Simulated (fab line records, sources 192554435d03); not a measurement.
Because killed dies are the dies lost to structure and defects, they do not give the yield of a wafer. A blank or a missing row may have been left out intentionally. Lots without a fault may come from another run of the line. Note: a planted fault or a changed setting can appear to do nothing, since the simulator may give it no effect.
Which tool was responsible? -- flow n5 finfet -- 12 lots (36 wafers sampled), 1 step of a 1938-step route

== WHAT THE GAUGES SHOWED, per wafer ==
N5_BEOL_M5_CD_MEAS_18: pitch 56 nm, target cd 28 nm.
lot,measured,on,cd nm (nm)
L076,day 8 01:03,cd sem-01,27.4 27.3 27.9
L077,day 8 19:19,cd sem-01,28.2 28.5 28.4
L079,day 9 11:20,cd sem-02,28.5 28.4 28.0
L082,day 10 01:42,cd sem-01,28.0 28.0 27.4
L083,day 10 05:47,cd sem-03,27.8 27.8 28.4
L085,day 11 02:23,cd sem-01,27.9 28.7 29.1
L087,day 11 20:15,cd sem-02,28.2 28.2 27.8
L090,day 12 05:11,cd sem-03,28.3 27.6 27.7
L089,day 12 17:19,cd sem-02,27.7 27.9 27.6
L094,day 13 00:34,cd sem-02,27.6 27.9 27.9
L095,day 13 04:29,cd sem-02,28.4 27.9 28.4
L097,day 14 02:56,cd sem-02,27.9 27.6 27.4

== EACH LOT AND THE TOOL THAT RAN IT (in order: tool; ch and the chambers of the sampled wafers; start) ==
The record shows no process step preceding these readings.

== THE ANSWER, worked out from the rows above alone ==
Rule: the usual values come from the lots themselves. The widest of any qualifying gaps counts: lots, ordered by their means at a reading, are off when they make up no more than a third of the lots, leave a main group of 4 or more, and stand apart from it by 3 or more times the standard deviation of that group's means. A main group whose means are all the same, to the digits that the tables above print for the reading, isn't used. A lot without any number at a reading at which 4 lots or more have one is off too. Any other lot the step has rows for is counted as sound.
Across all readings shown, no lot is off: no conclusion can be drawn from this.

== WHAT THE SIMULATOR HAD PUT IN ==
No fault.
